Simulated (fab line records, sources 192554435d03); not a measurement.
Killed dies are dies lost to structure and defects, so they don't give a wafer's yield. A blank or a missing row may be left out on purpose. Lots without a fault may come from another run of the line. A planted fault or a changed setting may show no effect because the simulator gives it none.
A struck lot beside a sound one | flow n5_finfet | 19 steps out of a route of 1938
Sound: wafers L787.2, L787.4, L787.6. Struck: wafers L788.1, L788.4, L788.5. The cause comes at the end.
At each step with rows: each side's tool, then ch and its chambers, then its first start. Under that, the readings that differ: sound wafers | struck wafers | difference of the means | sigmas: that difference in standard deviations of wafers without a fault.
alike: readings whose means differ by less than 2 such deviations, and words and numbers that are the same on both sides. not compared: withheld readings, readings that some wafer has no value for, bounds like >300 that may hide the same value, and numbers for which the record gives no deviation and whose values overlap.
The two part at a step that has a row with sigmas, a row that says differs or no value, or rows on one side only. Numbers that don't overlap but have no deviation are shown without sigmas and don't part them. A reading that every wafer of one side lacks parts them only if that side has two wafers or more.

first, 8 steps without rows for these wafers: N5_BEOL_M10_CMP_52 (polishes, stops on SiCOH lowk, t overpolish 7 s, target thk 140 nm); N5_BEOL_M10_PRE_CLEAN_55 (time 15 s); N5_BEOL_M10_DEP_56 (deposits SiCN from 3MS/NH3, target thk 15 nm, time 26.5 s); N5_BEOL_M11_ILD_DEP_00 (deposits SiCOH lowk from DEMS/porogen, target thk 308.51 nm, time 58 s); N5_BEOL_M11_CURE_71 (cures SiCOH lowk, time 240 s); N5_BEOL_M11_PECVD_70 (deposits SiO2 from TEOS/O2, target thk 20 nm, time 22.7 s); N5_BEOL_M11_HM_DEP_02 (deposits TiN, target thk 20 nm); N5_BEOL_M11_COAT_59 (time 60 s, resist thk 100 nm).
N5_BEOL_M11_COAT_60: time 60 s, resist thk 30 nm.
  sound on litho_track-01 ch 0, day 11 21:12; struck on litho_track-01 ch 0, day 12 07:33
  reading                                     | sound                | struck               | difference | sigmas
  spin_speed_rpm (rpm)                        | 1499.2 1499.8 1499.9 | 1660.9 1658.6 1659.5 | +160.0     | +99 or more
  model.SiARC_of_BEOL_M11_COAT_60.thk_nm (nm) | 30 30 30             | 28.6 28.6 28.6       | -1.4       |
  alike: plate_temp_C
then, 7 steps without rows for these wafers: N5_BEOL_M11_COAT_05 (resist thk 90 nm); N5_BEOL_M11_EBR_07; N5_BEOL_M11_SOFTBAKE_06 (time 60 s); N5_BEOL_M11_EXPOSE_08 (exposes mask M11); N5_BEOL_M11_PEB_09 (peb time 60 s); N5_BEOL_M11_DEVELOP_10 (develop time 30 s); N5_BEOL_M11_DESCUM_16 (chemistry O2, time 7.9 s).
N5_BEOL_M11_ETCH_61: etches SiARC in CF4, target depth 39 nm, time 65 s.
  sound on rie_diel-02 ch 2,3, day 11 21:41; struck on rie_diel-04 ch 1,2, day 12 08:02
  reading                                       | sound             | struck            | difference | sigmas
  etch_rf_on_time_s (s)                         | 67.0 64.8 66.2    | 61.3 61.4 61.5    | -4.6       | -4
  model.etch.depth_nm (nm)                      | 30.07 30.05 29.97 | 28.64 28.58 28.67 | -1.40      |
  model.CAR-ArF_of_BEOL_M11_COAT_05.thk_nm (nm) | 55.8 55.8 55.8    | 57.2 57.4 57      | +1.4       |
  alike: cf4_flow_sccm, drypump_motor_current_A, oes_product_au, rf_vpp_V, showerhead_plenum_p_Torr, throttle_valve_pct
  not compared: rf_hours_counter_h
N5_BEOL_M11_ETCH_62: etches SOC in N2/H2, target depth 110 nm, overetch 22 nm, time 165 s.
  sound on rie_diel-02 ch 2,3, day 11 21:44; struck on rie_diel-04 ch 1,2, day 12 08:05
  reading                                     | sound          | struck     | difference | sigmas
  model.SiARC_of_BEOL_M11_COAT_60.thk_nm (nm) | 23.8 23.4 23.6 | 22 22 22.2 | -2         |
  alike: drypump_motor_current_A, oes_product_au, rf_vpp_V, showerhead_plenum_p_Torr, throttle_valve_pct
  not compared: rf_hours_counter_h
then, 1 step without rows for these wafers: N5_BEOL_M11_STRIP_68 (strips in N2/H2).

WHERE THEY PART
First at N5_BEOL_M11_COAT_60; last, within this record, at N5_BEOL_M11_ETCH_61. Later steps at which nothing parts them and some readings are alike: N5_BEOL_M11_ETCH_62.

WHY: what the simulator had put in
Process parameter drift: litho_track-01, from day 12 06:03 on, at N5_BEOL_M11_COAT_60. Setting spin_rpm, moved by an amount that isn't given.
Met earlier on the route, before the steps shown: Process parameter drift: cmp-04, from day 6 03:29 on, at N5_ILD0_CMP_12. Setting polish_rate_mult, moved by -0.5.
